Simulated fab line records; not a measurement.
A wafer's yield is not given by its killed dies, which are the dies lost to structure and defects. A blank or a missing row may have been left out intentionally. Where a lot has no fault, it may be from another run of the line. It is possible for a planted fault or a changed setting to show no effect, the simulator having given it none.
fab line records | flow n5_finfet | part 2 of 2: steps 18 to 25 of 25
[record] lots = 5 | wafers = 15 | last_day = 16
route steps=1938 shown BEOL_M0_SAQP@678 BEOL_M0_CUTY@701
lots with no fault: from the same line, run without faults
start_h: the number of hours between the record's first day and the start of the first shown wafer of the lot | wait_h: how many hours have passed since the lot's step before this one | " as in the row above | L1.1+2: one row covering several wafers at once | - no value, or no start given | * or withheld: withheld | < > ~ a bound
route shown NAME@n: names a module that has steps shown in the file, with the first one's number in the route | usual: the fault-free wafers' mean and standard deviation | same: alike in all rows | chamber/n: place in a boat | sites: readings site by site | _std_site: how widely they spread, as a standard deviation | _edge_site: the outer-site mean with the inner-site mean subtracted | radius_mm: for every site, how far away it sits from the centre of the wafer | mask NAME#n: copy n | behind: the last tool/chamber to shape the wafer | hold: what put the lot on hold/how long, in hours/how the hold closed | device: the transistor (n, p or np) that didn't switch | end of line: at the end of the route, the tests of the same wafers | a step given without rows: its recipe and nothing more | killed: at the first sort, the dies lost to defects and structure; wafer yield is something else | map: a wafer's dies, marking killed ones x, the rest . and places with no die _
set.NAME: the setting that was run; set.NAME@STEP: the one run at that earlier step | model.NAME: the simulator's own value behind a step, which no gauge read
lots at some steps of the route; a table a step, a row a wafer
services: from which hour (start_h, from the record's first day; less than 0 if before it) a tool's chamber was out of use, for how many hours, and why
[[steps]]
[step N5_BEOL_M0_SAQP_CUT_ETCH_46]
[recipe] chemistry = N2/H2 | target = SOC | target_depth_a = 1350 | overetch_a = 270 | temp_c = 40 | time_s = 202.5 | ion_energy_ev = 200 | mask_material = SiARC | pressure_mtorr = 30 | source_w = 840 | bias_w = 150 | n2_flow_sccm = 200 | h2_flow_sccm = 200
[usual] chamber_pressure_mTorr = 30.000/0.027 | drypump_motor_current_A = 5.7/0.56 | rf_vpp_V = 523.5/2.2 | showerhead_plenum_p_Torr = 2.53/0.079 | throttle_valve_pct = 17.84/0.2
lot.wafer | tool        | chamber | start_h | wait_h | chamber_pressure_mTorr | drypump_motor_current_A | rf_hours_counter_h | rf_vpp_V | showerhead_plenum_p_Torr | throttle_valve_pct
L077.1    | rie_diel-04 | 1       | 128.11  | 0.0    | 30.008                 | 5.1                     | 23                 | 525.9    | 2.58                     | 17.75
L077.3    | "           | 3       | "       | "      | 29.956                 | 5.6                     | 108                | 521.1    | 2.45                     | 17.86
L077.5    | "           | 0       | "       | "      | 29.979                 | 6.0                     | -                  | 523.4    | 2.49                     | 17.63
L078.2    | rie_diel-06 | 1       | 137.23  | 0.0    | 30.003                 | 6.0                     | 189                | 524.9    | 2.64                     | 18.17
L078.3    | "           | 3       | "       | "      | 30.001                 | 5.0                     | 139                | 524.9    | 2.55                     | 17.87
L078.5    | "           | 3       | "       | "      | 29.942                 | 4.9                     | -                  | 524.4    | 2.55                     | 17.88
L083.3    | rie_diel-02 | 0       | 166.40  | 0.0    | 29.958                 | 5.4                     | 49                 | 524.7    | 2.59                     | 17.66
L083.4    | "           | 3       | "       | "      | 29.993                 | 6.8                     | 88                 | 522.0    | 2.48                     | 18.32
L083.6    | "           | 0       | "       | "      | 30.000                 | 5.4                     | -                  | 524.5    | 2.59                     | 17.67
L085.1    | rie_diel-06 | 2       | 182.34  | 0.0    | 29.978                 | 5.7                     | 138                | 521.9    | 2.44                     | 17.96
L085.3    | "           | 3       | "       | "      | 30.002                 | 4.9                     | 154                | 523.1    | 2.55                     | 17.87
L085.5    | "           | 0       | "       | "      | 29.960                 | 6.5                     | -                  | 525.3    | 2.60                     | 17.69
L086.1    | rie_diel-04 | 1       | 187.25  | 0.0    | 29.972                 | 5.1                     | 42                 | 524.8    | 2.58                     | 17.81
L086.3    | "           | 3       | "       | "      | 30.003                 | 5.6                     | 126                | 520.2    | 2.44                     | 17.90
L086.6    | "           | 3       | "       | "      | 29.968                 | 5.6                     | -                  | 522.0    | 2.44                     | 17.89
[step N5_BEOL_M0_SAQP_STRIP_74]
[recipe] chemistry = N2/H2 | temp_c = 40 | n2_flow_sccm = 200 | h2_flow_sccm = 200 | rf_frequency_hz = 6e+07
lot.wafer  | tool        | chamber | start_h | wait_h
L077.1+3+5 | rie_diel-04 | 1,3,0   | 128.27  | 0.1
L078.2+3+5 | rie_diel-06 | 1,3,3   | 137.39  | 0.1
L083.3+4+6 | rie_diel-02 | 0,3,0   | 166.56  | 0.1
L085.1+3+5 | rie_diel-06 | 2,3,0   | 182.50  | 0.1
L086.1+3+6 | rie_diel-04 | 1,3,3   | 187.40  | 0.1
[step N5_BEOL_M0_SAQP_STRIP_89]
[recipe] chemistry = N2/H2 | temp_c = 40 | n2_flow_sccm = 200 | h2_flow_sccm = 200 | rf_frequency_hz = 6e+07
lot.wafer  | tool        | chamber | start_h | wait_h
L077.1+3+5 | rie_diel-04 | 1,3,0   | 128.28  | 0.0
L078.2+3+5 | rie_diel-06 | 1,3,3   | 137.40  | 0.0
L083.3+4+6 | rie_diel-02 | 0,3,0   | 166.57  | 0.0
L085.1+3+5 | rie_diel-06 | 2,3,0   | 182.51  | 0.0
L086.1+3+6 | rie_diel-04 | 1,3,3   | 187.41  | 0.0
[step N5_BEOL_M0_SAQP_ALD_48]
[recipe] material = SiO2 | target_thk_a = 200 | temp_c = 100 | ald_precursor_family = BDEAS | ald_co_reactant = O2-plasma | pulse_time_s = 1 | co_reactant_pulse_time_s = 1 | purge_time_s = 2 | co_reactant_purge_time_s = 2 | ald_cycles = 139 | pressure_torr = 2
[usual] heater_power_w = 76/4.5 | precursor_pulse_height_rel = 1.003/0.02
lot.wafer | tool       | chamber | start_h | wait_h | heater_power_w | precursor_pulse_height_rel
L077.1    | ald_sin-02 | 1       | 128.31  | 0.0    | 71             | 0.988
L077.3    | "          | 2       | "       | "      | 79             | 1.031
L077.5    | "          | 0       | "       | "      | 85             | 1.012
L078.2    | ald_sin-01 | 0       | 137.71  | 0.3    | 71             | 1.012
L078.3    | "          | 1       | "       | "      | 73             | 0.990
L078.5    | "          | 0       | "       | "      | 70             | 1.014
L083.3    | ald_sin-01 | 2       | 166.60  | 0.0    | 76             | 0.992
L083.4    | "          | 1       | "       | "      | 72             | 1.002
L083.6    | "          | 0       | "       | "      | 73             | 1.029
L085.1    | ald_sin-02 | 0       | 183.21  | 0.7    | 82             | 0.987
L085.3    | "          | 2       | "       | "      | 77             | 0.999
L085.5    | "          | 0       | "       | "      | 85             | 0.989
L086.1    | ald_sin-01 | 1       | 187.45  | 0.0    | 73             | 0.956
L086.3    | "          | 0       | "       | "      | 73             | 1.006
L086.6    | "          | 2       | "       | "      | 78             | 0.979
[step N5_BEOL_M0_SAQP_ETCH_49]
[recipe] chemistry = CF4/O2 | target_depth_a = 370 | target = SiO2 | pressure_mtorr = 40 | source_w = 535 | bias_w = 49 | Ar_flow_sccm = 100 | cf4_flow_sccm = 100 | O2_flow_sccm = 10 | ion_energy_ev = 100
[usual] chamber_pressure_mTorr = 40.00/0.037 | drypump_motor_current_A = 5.8/0.58 | oes_product_au = 0.81/0.075 | rf_vpp_V = 241/4.6 | showerhead_plenum_p_Torr = 2.18/0.059 | throttle_valve_pct = 15.83/0.19
lot.wafer | tool        | chamber | start_h | wait_h | chamber_pressure_mTorr | drypump_motor_current_A | oes_product_au | rf_hours_counter_h | rf_vpp_V | showerhead_plenum_p_Torr | throttle_valve_pct
L077.1    | rie_diel-04 | 2       | 128.88  | 0.3    | 39.98                  | 5.2                     | 0.71           | 180                | 238      | 2.10                     | 15.89
L077.3    | "           | 0       | "       | "      | 40.05                  | 6.0                     | 0.96           | 15                 | 245      | 2.18                     | 15.73
L077.5    | "           | 1       | "       | "      | 40.05                  | 5.1                     | 0.92           | -                  | 239      | 2.23                     | 15.77
L078.2    | rie_diel-04 | 0       | 138.23  | 0.3    | 40.03                  | 6.0                     | 0.94           | 18                 | 245      | 2.18                     | 15.72
L078.3    | "           | 2       | "       | "      | 39.95                  | 5.2                     | 0.72           | 183                | 240      | 2.10                     | 15.90
L078.5    | "           | 1       | "       | "      | 39.95                  | 5.2                     | 0.90           | -                  | 241      | 2.23                     | 15.80
L083.3    | rie_diel-02 | 0       | 167.17  | 0.3    | 40.02                  | 5.4                     | 0.87           | 49                 | 244      | 2.22                     | 15.54
L083.4    | "           | 3       | "       | "      | 40.02                  | 6.8                     | 0.81           | 88                 | 245      | 2.14                     | 16.13
L083.6    | "           | 2       | "       | "      | 40.00                  | 6.5                     | 0.81           | -                  | 234      | 2.15                     | 15.63
L085.1    | rie_diel-04 | 2       | 183.73  | 0.3    | 39.95                  | 5.2                     | 0.70           | 197                | 238      | 2.10                     | 15.93
L085.3    | "           | 3       | "       | "      | 40.03                  | 5.6                     | 0.79           | 125                | 238      | 2.13                     | 15.97
L085.5    | "           | 2       | "       | "      | 39.97                  | 5.2                     | 0.71           | -                  | 238      | 2.10                     | 15.93
L086.1    | rie_diel-04 | 0       | 187.97  | 0.3    | 40.00                  | 6.0                     | 0.92           | 33                 | 246      | 2.18                     | 15.75
L086.3    | "           | 1       | "       | "      | 40.01                  | 5.1                     | 0.87           | 42                 | 242      | 2.22                     | 15.81
L086.6    | "           | 0       | "       | "      | 40.00                  | 6.0                     | 0.92           | -                  | 246      | 2.18                     | 15.76
[step N5_BEOL_M0_SAQP_STRIP_75]
[recipe] chemistry = CF4 | resist = SiARC | power_w = 300 | bias_power_w = 75 | pressure_mtorr = 50 | cf4_flow_sccm = 150 | rf_frequency_hz = 6e+07
[usual] chamber_pressure_mTorr = 50.01/0.047 | drypump_motor_current_A = 5.8/0.58 | oes_product_au = 0.187/0.017 | rf_vpp_V = 270.8/1.4 | showerhead_plenum_p_Torr = 1.78/0.049 | throttle_valve_pct = 13.57/0.19
lot.wafer | tool        | chamber | start_h | wait_h | chamber_pressure_mTorr | drypump_motor_current_A | oes_product_au | rf_hours_counter_h | rf_vpp_V | showerhead_plenum_p_Torr | throttle_valve_pct
L077.1    | rie_diel-04 | 2       | 128.98  | 0.1    | 49.95                  | 5.2                     | 0.165          | 180                | 270.1    | 1.71                     | 13.67
L077.3    | "           | 0       | "       | "      | 50.07                  | 6.0                     | 0.222          | 15                 | 270.9    | 1.78                     | 13.42
L077.5    | "           | 1       | "       | "      | 50.02                  | 5.1                     | 0.207          | -                  | 270.8    | 1.81                     | 13.47
L078.2    | rie_diel-04 | 0       | 138.33  | 0.1    | 50.04                  | 6.0                     | 0.225          | 18                 | 271.1    | 1.78                     | 13.43
L078.3    | "           | 2       | "       | "      | 50.05                  | 5.2                     | 0.169          | 183                | 271.4    | 1.71                     | 13.68
L078.5    | "           | 1       | "       | "      | 49.96                  | 5.1                     | 0.208          | -                  | 273.4    | 1.81                     | 13.47
L083.3    | rie_diel-02 | 0       | 167.27  | 0.1    | 50.00                  | 5.4                     | 0.199          | 49                 | 272.2    | 1.81                     | 13.30
L083.4    | "           | 3       | "       | "      | 50.05                  | 6.8                     | 0.191          | 88                 | 270.8    | 1.74                     | 13.84
L083.6    | "           | 2       | "       | "      | 50.10                  | 6.5                     | 0.187          | -                  | 270.7    | 1.74                     | 13.33
L085.1    | rie_diel-04 | 2       | 183.83  | 0.1    | 50.02                  | 5.2                     | 0.162          | 198                | 269.1    | 1.71                     | 13.71
L085.3    | "           | 3       | "       | "      | 50.08                  | 5.6                     | 0.180          | 125                | 270.5    | 1.74                     | 13.72
L085.5    | "           | 2       | "       | "      | 49.95                  | 5.2                     | 0.165          | -                  | 269.2    | 1.71                     | 13.69
L086.1    | rie_diel-04 | 0       | 188.07  | 0.1    | 50.10                  | 6.0                     | 0.209          | 33                 | 269.6    | 1.78                     | 13.47
L086.3    | "           | 1       | "       | "      | 49.92                  | 5.1                     | 0.204          | 42                 | 270.4    | 1.81                     | 13.52
L086.6    | "           | 0       | "       | "      | 49.97                  | 6.0                     | 0.208          | -                  | 271.2    | 1.78                     | 13.45
[step N5_BEOL_M0_CUTY_COAT_50]
[recipe] resist = SiARC | temp_c = 220 | time_s = 60 | spin_rpm = 1500 | resist_thk_nm = 15
[usual] chill_plate_temp_C = 22.99/0.12 | resist_line_temp_C = 22.98/0.1
lot.wafer | tool           | chamber | start_h | wait_h | chill_plate_temp_C | resist_line_temp_C
L077.1    | litho_track-01 | 0       | 129.02  | 0.0    | 22.92              | 23.14
L077.3    | "              | 0       | "       | "      | 22.96              | 23.09
L077.5    | "              | 0       | "       | "      | 23.01              | 22.98
L078.2    | litho_track-01 | 0       | 138.38  | 0.0    | 23.07              | 22.73
L078.3    | "              | 0       | "       | "      | 23.25              | 22.76
L078.5    | "              | 0       | "       | "      | 23.12              | 22.90
L083.3    | litho_track-01 | 0       | 167.32  | 0.0    | 23.06              | 22.92
L083.4    | "              | 0       | "       | "      | 23.17              | 23.01
L083.6    | "              | 0       | "       | "      | 23.13              | 23.07
L085.1    | litho_track-01 | 0       | 183.88  | 0.0    | 23.06              | 22.76
L085.3    | "              | 0       | "       | "      | 22.99              | 22.85
L085.5    | "              | 0       | "       | "      | 23.11              | 22.91
L086.1    | litho_track-04 | 0       | 188.12  | 0.0    | 23.05              | 23.08
L086.3    | "              | 0       | "       | "      | 23.08              | 23.10
L086.6    | "              | 0       | "       | "      | 23.08              | 23.06
[step N5_BEOL_M0_CUTY_COAT_51]
[recipe] resist = CAR-ArF-block | spin_rpm = 1500 | resist_thk_nm = 150
[usual] chill_plate_temp_C = 23.02/0.095 | resist_line_temp_C = 23.02/0.12
lot.wafer | tool           | chamber | start_h | wait_h | chill_plate_temp_C | resist_line_temp_C
L077.1    | litho_track-01 | 0       | -       | -      | 23.01              | 22.85
L077.3    | "              | 0       | "       | "      | 23.05              | 22.98
L077.5    | "              | 0       | "       | "      | 22.98              | 23.10
L078.2    | litho_track-01 | 0       | -       | -      | 23.09              | 23.08
L078.3    | "              | 0       | "       | "      | 23.11              | 23.09
L078.5    | "              | 0       | "       | "      | 22.92              | 23.14
L083.3    | litho_track-01 | 0       | -       | -      | 23.01              | 22.80
L083.4    | "              | 0       | "       | "      | 22.95              | 22.81
L083.6    | "              | 0       | "       | "      | 23.00              | 22.84
L085.1    | litho_track-01 | 0       | -       | -      | 22.90              | 23.21
L085.3    | "              | 0       | "       | "      | 22.92              | 23.04
L085.5    | "              | 0       | "       | "      | 22.98              | 23.00
L086.1    | litho_track-04 | 0       | -       | -      | 22.95              | 23.13
L086.3    | "              | 0       | "       | "      | 22.97              | 23.13
L086.6    | "              | 0       | "       | "      | 22.92              | 23.10
[[services]]
tool           | chamber | start_h | hours | kind
euv_scanner-02 | 0       | 103.65  | -     | calibration
euv_scanner-02 | -       | 104.48  | 1.0   | pm
euv_scanner-01 | -       | 115.74  | 12.0  | pm
rie_diel-06    | 0       | 116.68  | -     | clean
rie_diel-06    | 0       | 116.68  | -     | consumable_replace:focus_ring
rie_diel-06    | 0       | 116.68  | 24.2  | scheduled_down
rie_diel-06    | 0       | 116.68  | 24.2  | vent_cycle
rie_diel-02    | 3       | 119.82  | 11.3  | repair
euv_scanner-01 | -       | 127.74  | 4.6   | pm
rie_diel-02    | -       | 136.73  | 2.7   | repair
euv_scanner-01 | -       | 138.73  | 1.0   | pm
rie_diel-04    | -       | 153.50  | 0.6   | repair
rie_diel-06    | 1       | 160.12  | 7.3   | repair
euv_scanner-02 | -       | 160.63  | 1.0   | pm
